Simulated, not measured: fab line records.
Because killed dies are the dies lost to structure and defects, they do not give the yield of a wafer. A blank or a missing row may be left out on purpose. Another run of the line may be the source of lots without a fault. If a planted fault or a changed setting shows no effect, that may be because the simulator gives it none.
Which of the tools did it? -- flow nandHarc -- 11 lots, 33 wafers sampled, at 5 steps of a route of 1302

WHAT EACH GAUGE READ, for each wafer
NHARC_END_SORT_01. Usual: killedAtArray 60, standard deviation 21; killedAtOther 1.0, standard deviation 1.2; killedAtPeriphery 4.2, standard deviation 2.8; killedDies 65, standard deviation 20; killedOpen 3.1, standard deviation 1.8; killedShort 2.6, standard deviation 1.6.
lot,measured,on,killedAtArray,killedAtOther,killedAtPeriphery,killedDies,killedOpen,killedShort,flag
L578,day 24 19:50,prober-01,85 79 71,1 0 1,5 3 1,91 82 73,3 2 2,4 2 2,
L582,day 26 10:00,prober-02,57 62 57,2 0 0,1 5 1,60 67 58,3 5 4,0 4 5,
L583,day 26 09:59,prober-01,38 48 48,4 3 1,3 0 4,45 51 53,5 3 3,1 2 4,
L584,day 26 23:10,prober-02,88 96 93,1 0 1,4 3 1,93 99 95,5 5 1,3 4 4,
L591,day 29 22:14,prober-02,43 43 50,1 1 0,6 7 7,50 51 57,4 5 3,2 4 3,
L594,day 31 03:18,prober-01,670 674 670,5 3 4,2 0 3,677 677 677,1 2 1,1 1 5,OFF
L593,day 31 15:32,prober-02,669 673 671,0 0 0,8 4 6,677 677 677,4 2 3,2 4 4,OFF
L596,day 33 05:25,prober-01,48 48 44,0 0 0,5 9 12,53 57 56,3 4 3,2 3 2,
L599,day 33 05:31,prober-02,66 47 68,1 1 1,2 1 6,69 49 75,2 3 5,5 2 4,
L598,day 33 10:50,prober-01,15 22 19,1 2 3,4 9 9,20 33 31,2 4 5,2 3 2,
L600,day 33 18:38,prober-01,38 54 46,0 0 1,2 2 6,40 56 53,1 1 2,3 1 1,

EACH LOT AND THE TOOL THAT RAN IT (in order: tool; ch and the chambers of the sampled wafers; start)
lot,NHARC_A_STAIRCASE_STRIP_205,NHARC_A_STAIRCASE_TRIM_220,NHARC_A_STAIRCASE_ETCH_223,NHARC_A_STAIRCASE_TRIM_226
L578,"plasmaAsher-02 ch 0,1, day 16 10:58","rieDiel-04 ch 1,2,3, day 16 12:23","rieDiel-04 ch 0,1,2, day 16 13:52 or earlier","rieDiel-04 ch 0,1, day 16 13:52"
L582,"plasmaAsher-02 ch 1, day 18 04:52","rieDiel-07 ch 2,3, day 18 06:25","rieDiel-07 ch 0,1,3, day 18 07:07 or earlier","rieDiel-07 ch 0,2, day 18 07:07"
L583,"plasmaAsher-02 ch 0,1, day 18 06:25","rieDiel-08 ch 0,1,3, day 18 08:01","rieDiel-08 ch 1,3, day 18 08:42 or earlier","rieDiel-08 ch 0,1,2, day 18 08:42"
L584,"plasmaAsher-01 ch 0,1, day 18 21:20","rieDiel-08 ch 0,1,2, day 18 22:49","rieDiel-08 ch 1,2,3, day 18 23:31 or earlier","rieDiel-08 ch 0,2,3, day 18 23:31"
L591,"plasmaAsher-02 ch 0,1, day 21 22:37","rieDiel-04 ch 0,1,3, day 22 00:16","rieDiel-04 ch 0,1,3, day 22 00:55 or earlier","rieDiel-04 ch 0,3, day 22 00:55"
L594,"plasmaAsher-02 ch 0,1, day 22 21:43","rieDiel-08 ch 1,2,3, day 22 23:20","rieDiel-08 ch 1,2, day 23 00:13 or earlier","rieDiel-08 ch 0,3, day 23 00:13"
L593,"plasmaAsher-02 ch 0,1, day 23 04:11","rieDiel-07 ch 0,1,2, day 23 05:48","rieDiel-07 ch 0,3, day 23 06:29 or earlier","rieDiel-07 ch 0,1,2, day 23 06:29"
L596,"plasmaAsher-01 ch 0,1, day 23 17:26","rieDiel-04 ch 0,1,2, day 23 19:11","rieDiel-04 ch 0,1,2, day 23 20:04 or earlier","rieDiel-04 ch 0,1,2, day 23 20:04"
L599,"plasmaAsher-02 ch 0,1, day 24 19:01","rieDiel-07 ch 0,1,3, day 24 20:35","rieDiel-07 ch 0,1,3, day 24 21:17 or earlier","rieDiel-07 ch 0,3, day 24 21:17"
L598,"plasmaAsher-01 ch 0,1, day 24 19:06","rieDiel-08 ch 2,3, day 24 20:43","rieDiel-08 ch 0,3, day 24 21:25 or earlier","rieDiel-08 ch 0,1, day 24 21:25"
L600,"plasmaAsher-01 ch 0,1, day 25 13:12","rieDiel-07 ch 2,3, day 25 14:48","rieDiel-07 ch 1,2, day 25 15:35 or earlier","rieDiel-07 ch 1,2,3, day 25 15:35"
- NHARC_A_STAIRCASE_STRIP_205: strips in O2.
- NHARC_A_STAIRCASE_TRIM_220: chemistry O2, time 211.2 s.
- NHARC_A_STAIRCASE_ETCH_223: etches the open film in C4F8/O2, target depth 100 nm, time 40.5 s.
- NHARC_A_STAIRCASE_TRIM_226: chemistry O2, time 211.2 s.

AS READ BY THE TOOLS THEMSELVES (means over the sampled wafers that have a number; for cases with no such wafer, the mark the record gives instead)
NHARC_A_STAIRCASE_STRIP_205. Usual: drypumpMotorCurrentA 5.5 A, standard deviation 0.3; heaterPowerW 338 W, standard deviation 16.
lot,tool,drypumpMotorCurrentA (A),heaterPowerW (W),flag
L578,plasmaAsher-02,5.8,326,
L582,plasmaAsher-02,5.8,326,
L583,plasmaAsher-02,5.8,323,
L584,plasmaAsher-01,5.2,347,
L591,plasmaAsher-02,5.8,329,
L594,plasmaAsher-02,5.8,325,
L593,plasmaAsher-02,5.8,320,
L596,plasmaAsher-01,5.3,363,
L599,plasmaAsher-02,5.8,329,
L598,plasmaAsher-01,5.2,353,
L600,plasmaAsher-01,5.2,351,

NHARC_A_STAIRCASE_TRIM_220. Usual: chamberPressureMTorr 60.00 mTorr, standard deviation 0.053; drypumpMotorCurrentA 5.6 A, standard deviation 0.34; o2FlowSccm 500.1 sccm, standard deviation 1.7; oesProductAu 0.999 a.u., standard deviation 0.0087; rfVppV 57.9 V, standard deviation 0.84; showerheadPlenumPTorr 3.55 Torr, standard deviation 0.13; throttleValvePct 17.037 %, standard deviation 0.0093.
lot,tool,chamberPressureMTorr (mTorr),drypumpMotorCurrentA (A),o2FlowSccm (sccm),oesProductAu (a.u.),rfVppV (V),showerheadPlenumPTorr (Torr),throttleValvePct (%),flag
L578,rieDiel-04,60.03,5.3,500.4,1.009,57.6,3.59,17.036,
L582,rieDiel-07,60.03,5.7,500.4,1.006,57.9,3.53,17.036,
L583,rieDiel-08,59.98,5.7,500.3,0.997,58.5,3.66,17.040,
L584,rieDiel-08,60.05,5.6,497.6,1.008,57.7,3.64,17.043,
L591,rieDiel-04,60.00,5.3,499.8,1.000,58.5,3.49,17.028,
L594,rieDiel-08,60.03,5.7,499.7,0.997,57.9,3.53,17.041,
L593,rieDiel-07,60.02,5.6,498.2,0.991,58.7,3.53,17.041,
L596,rieDiel-04,60.02,5.5,499.4,1.002,58.7,3.53,17.036,
L599,rieDiel-07,59.99,5.8,498.4,0.991,57.5,3.54,17.036,
L598,rieDiel-08,59.98,5.6,498.9,0.995,57.8,3.40,17.031,
L600,rieDiel-07,59.96,5.8,500.1,0.995,57.6,3.51,17.036,

NHARC_A_STAIRCASE_ETCH_223. Usual: biasW 1000.0 W, standard deviation 3; oesProductAu 0.941 a.u., standard deviation 0.01; rfVppV 897 V, standard deviation 4.8.
lot,tool,biasW (W),oesProductAu (a.u.),rfVppV (V),flag
L578,rieDiel-04,1003.0,0.939,897,
L582,rieDiel-07,1001.6,0.948,898,
L583,rieDiel-08,999.3,0.943,902,
L584,rieDiel-08,999.9,0.933,897,
L591,rieDiel-04,999.2,0.942,894,
L594,rieDiel-08,1001.5,0.940,900,
L593,rieDiel-07,999.3,0.934,898,
L596,rieDiel-04,1000.6,0.937,896,
L599,rieDiel-07,995.2,0.953,897,
L598,rieDiel-08,1000.4,0.948,895,
L600,rieDiel-07,997.2,0.926,893,

NHARC_A_STAIRCASE_TRIM_226. Usual: chamberPressureMTorr 60.00 mTorr, standard deviation 0.06; drypumpMotorCurrentA 5.6 A, standard deviation 0.35; o2FlowSccm 499.8 sccm, standard deviation 1.5; oesProductAu 1.000 a.u., standard deviation 0.0083; rfVppV 57.8 V, standard deviation 0.96; showerheadPlenumPTorr 3.56 Torr, standard deviation 0.13; throttleValvePct 17.036 %, standard deviation 0.0095.
lot,tool,chamberPressureMTorr (mTorr),drypumpMotorCurrentA (A),o2FlowSccm (sccm),oesProductAu (a.u.),rfVppV (V),showerheadPlenumPTorr (Torr),throttleValvePct (%),flag
L578,rieDiel-04,59.97,5.5,498.6,1.006,57.4,3.48,17.037,
L582,rieDiel-07,59.99,5.7,499.0,0.994,58.2,3.56,17.034,
L583,rieDiel-08,60.01,5.6,499.0,0.994,57.7,3.64,17.036,
L584,rieDiel-08,60.04,5.5,499.3,1.008,58.6,3.52,17.036,
L591,rieDiel-04,59.98,5.7,500.3,0.996,57.4,3.54,17.034,
L594,rieDiel-08,-,-,-,-,-,-,-,OFF
L593,rieDiel-07,-,-,-,-,-,-,-,OFF
L596,rieDiel-04,60.06,5.5,499.6,0.994,58.5,3.53,17.046,
L599,rieDiel-07,59.93,5.9,502.0,1.000,57.2,3.61,17.033,
L598,rieDiel-08,60.06,5.5,500.9,1.001,58.7,3.72,17.033,
L600,rieDiel-07,60.05,5.7,498.8,0.992,57.4,3.49,17.043,

THE ANSWER, worked out from the rows above alone
Rule: lot off if the mean of its wafers having a number is beyond 3 standard deviations from the usual mean. Also off: a lot with no number at a reading for which 4 or more lots have one. Any other lot the step has rows for is counted as sound. The gauges are gone through in route order, then the tools' own readings, and for those a lot's mean is taken as printed above. At the first step where some lot is off, the reading lying furthest off is the one used; lots without a number count as furthest.
Off at NHARC_END_SORT_01 (killedDies): L594, L593.
If a tool, at a process step before that reading, ran all the lots that are off and no sound lot after the first of them, it fits. Not tried: the gauges at NHARC_END_SORT_01; whatever is off there is also off at NHARC_A_STAIRCASE_TRIM_226, on other tools, and gauge error can't account for it. With no start given for some of its lots, NHARC_A_STAIRCASE_ETCH_223 uses the hours and lot order of NHARC_A_STAIRCASE_TRIM_226. None of those tried fits.

WHAT THE SIMULATOR HAD PUT IN
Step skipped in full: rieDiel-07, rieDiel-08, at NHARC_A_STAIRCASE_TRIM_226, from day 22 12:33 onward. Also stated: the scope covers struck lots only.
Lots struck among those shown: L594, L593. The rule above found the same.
